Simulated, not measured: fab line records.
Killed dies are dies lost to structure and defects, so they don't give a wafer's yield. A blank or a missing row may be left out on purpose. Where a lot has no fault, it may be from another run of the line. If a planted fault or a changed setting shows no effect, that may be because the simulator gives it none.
Which of the tools did it?	flow n5 finfet	Sampling: 14 lots, 34 wafers, 5 of 1938 route steps

## WHAT THE GAUGES READ, wafer by wafer
N5_BEOL_M8_THK_MEAS_01. Usual: M8_ILD_THK typically reads 155.9 nm, with standard deviation 2.4.
lot	measured	on	M8_ILD_THK (nm)	flag
L445	day 9 09:37	film metro-02	156.6 156.1 155.4	
L448	day 9 21:40	film metro-01	156.4 154.8	
L447	day 10 06:12	film metro-02	154.3 157.6	
L449	day 10 06:23	film metro-02	153.1 153.7	
L451	day 10 12:47	film metro-01	156.1 159.2	
L452	day 11 08:37	film metro-02	155.8 158.0	
L453	day 11 09:41	film metro-02	154.9 158.1	
L455	day 11 18:16	film metro-02	156.0 156.9	
L456	day 11 19:15	film metro-01	155.4 152.3 156.7	
L457	day 12 09:15	film metro-01	158.5 157.1	
L463	day 13 15:51	film metro-02	155.1 159.2 158.8	
L462	day 13 22:21	film metro-02	152.8 154.1 157.3	
L466	day 14 15:52	film metro-02	156.7 155.1 157.0	
L467	day 15 03:53	film metro-01	149.6 153.2 152.4	

N5_BEOL_M8_CD_MEAS_18: pitch 80 nm, target cd 40 nm. Usual: cd nm 40.3 nm, standard deviation 0.69.
lot	measured	on	cd nm (nm)	flag
L445	day 9 11:10	cd sem-02	40.0 41.4 39.2	
L448	day 9 23:42	cd sem-03	39.3 39.5	
L447	day 10 08:37	cd sem-01	40.4 40.1	
L449	day 10 09:05	cd sem-01	39.2 40.1	
L451	day 10 16:17	cd sem-01	39.3 38.1	
L452	day 11 11:08	cd sem-01	40.7 40.8	
L453	day 11 11:31	cd sem-02	40.7 40.1	
L455	day 11 20:32	cd sem-02	41.3 40.4	
L456	day 11 20:58	cd sem-02	40.3 41.3 40.7	
L457	day 12 12:31	cd sem-03	40.3 39.8	
L463	day 13 19:00	cd sem-01	39.8 40.5 40.4	
L462	day 13 23:40	cd sem-03	39.7 39.7 40.3	
L466	day 14 18:59	cd sem-03	40.4 41.4 40.4	
L467	day 15 06:30	cd sem-02	40.4 40.0 40.4	

N5_BEOL_M8_CD_MEAS_28: target cd 40 nm. Usual: cd nm 40.02 nm, standard deviation 0.25.
lot	measured	on	cd nm (nm)	flag
L445	day 9 13:04	cd sem-02	40.19 40.38 40.07	
L448	day 10 00:59	cd sem-02	39.90 39.96	
L447	day 10 10:31	cd sem-03	40.15 40.09	
L449	day 10 11:14	cd sem-02	40.09 40.08	
L451	day 10 18:04	cd sem-02	40.39 39.75	
L452	day 11 11:37	cd sem-01	39.64 40.09	
L453	day 11 14:37	cd sem-03	40.08 39.97	
L455	day 11 21:50	cd sem-02	39.78 40.49	
L456	day 11 21:45	cd sem-02	39.63 39.91 39.89	
L457	day 12 13:52	cd sem-01	40.17 40.04	
L463	day 13 19:19	cd sem-01	39.61 39.82 40.22	
L462	day 14 00:51	cd sem-01	40.22 40.15 39.85	
L466	day 14 21:10	cd sem-03	40.31 40.18 40.15	
L467	day 15 07:16	cd sem-01	40.52 40.05 40.36	

N5_BEOL_M8_OVL_MEAS_29. Usual: V7_OVL typically reads -0.2 nm, with standard deviation 0.7.
lot	measured	on	V7_OVL (nm)	flag
L445	day 9 13:07	overlay-01	-0.2 -0.2 -1.3	
L448	day 10 01:01	overlay-01	-0.7 -1.5	
L447	day 10 10:34	overlay-02	0.7 -0.7	
L449	day 10 11:16	overlay-01	-0.2 -0.9	
L451	day 10 18:05	overlay-01	-0.3 0.6	
L452	day 11 11:39	overlay-01	-0.9 0.1	
L453	day 11 14:40	overlay-01	0.0 -0.1	
L455	day 11 21:53	overlay-02	-0.5 -1.4	
L456	day 11 21:47	overlay-01	-1.8 -0.3 0.2	
L457	day 12 13:55	overlay-01	-0.9 -0.1	
L463	day 13 19:20	overlay-02	5.8 6.4 5.8	OFF
L462	day 14 00:53	overlay-02	7.8 7.0 5.9	OFF
L466	day 14 21:13	overlay-01	-0.6 -1.2 0.8	
L467	day 15 07:19	overlay-01	-0.2 -0.6 -0.5	

## WHAT TOOL EACH LOT RAN ON (gives the tool, then ch and the chambers of the sampled wafers, and finally the start)
lot	N5_BEOL_M8_EXPOSE_25
L445	euv scanner-02 ch 0, day 9 12:57
L448	euv scanner-02 ch 0, day 10 00:51
L447	euv scanner-02 ch 0, day 10 10:24
L449	euv scanner-02 ch 0, day 10 11:07
L451	euv scanner-02 ch 0, day 10 17:56
L452	euv scanner-01 ch 0, day 11 11:29
L453	euv scanner-01 ch 0, day 11 14:30
L455	euv scanner-01 ch 0, day 11 21:43
L456	euv scanner-01 ch 0, day 11 21:38
L457	euv scanner-01 ch 0, day 12 13:46
L463	euv scanner-02 ch 0, day 13 19:11
L462	euv scanner-02 ch 0, day 14 00:43
L466	euv scanner-01 ch 0, day 14 21:04
L467	euv scanner-01 ch 0, day 15 07:09
- N5_BEOL_M8_EXPOSE_25: exposes mask V7, target cd 40 nm.

## WHAT THE TOOLS THEMSELVES READ (means of the sampled wafers that have a number; where no wafer has one, the mark that the record gives instead)
The record holds no such reading with a usual standard deviation.

## THE ANSWER, worked out from the rows above alone
Rule: take the mean of a lot's wafers that have a number; if it is more than 3 standard deviations from the usual mean, the lot is off. A lot without any number at a reading at which 4 lots or more have one is off too. Any other lot the step has rows for is counted as sound. Order of review: gauges by route order, followed by the tools' own readings, for which a lot's mean as printed above is used. At the first step where some lot is off, the reading lying furthest off is the one used; lots without a number count as furthest.
Off: L463, L462, at N5_BEOL_M8_OVL_MEAS_29 (V7_OVL).
If a tool, at a process step before that reading, ran all the lots that are off and no sound lot after the first of them, it fits. Gauges at N5_BEOL_M8_OVL_MEAS_29: tried the same way as those tools. Undecided on this evidence; 2 tools fit (euv scanner-02 at N5_BEOL_M8_EXPOSE_25, overlay-02 at N5_BEOL_M8_OVL_MEAS_29).

## WHAT WAS PUT IN BY THE SIMULATOR
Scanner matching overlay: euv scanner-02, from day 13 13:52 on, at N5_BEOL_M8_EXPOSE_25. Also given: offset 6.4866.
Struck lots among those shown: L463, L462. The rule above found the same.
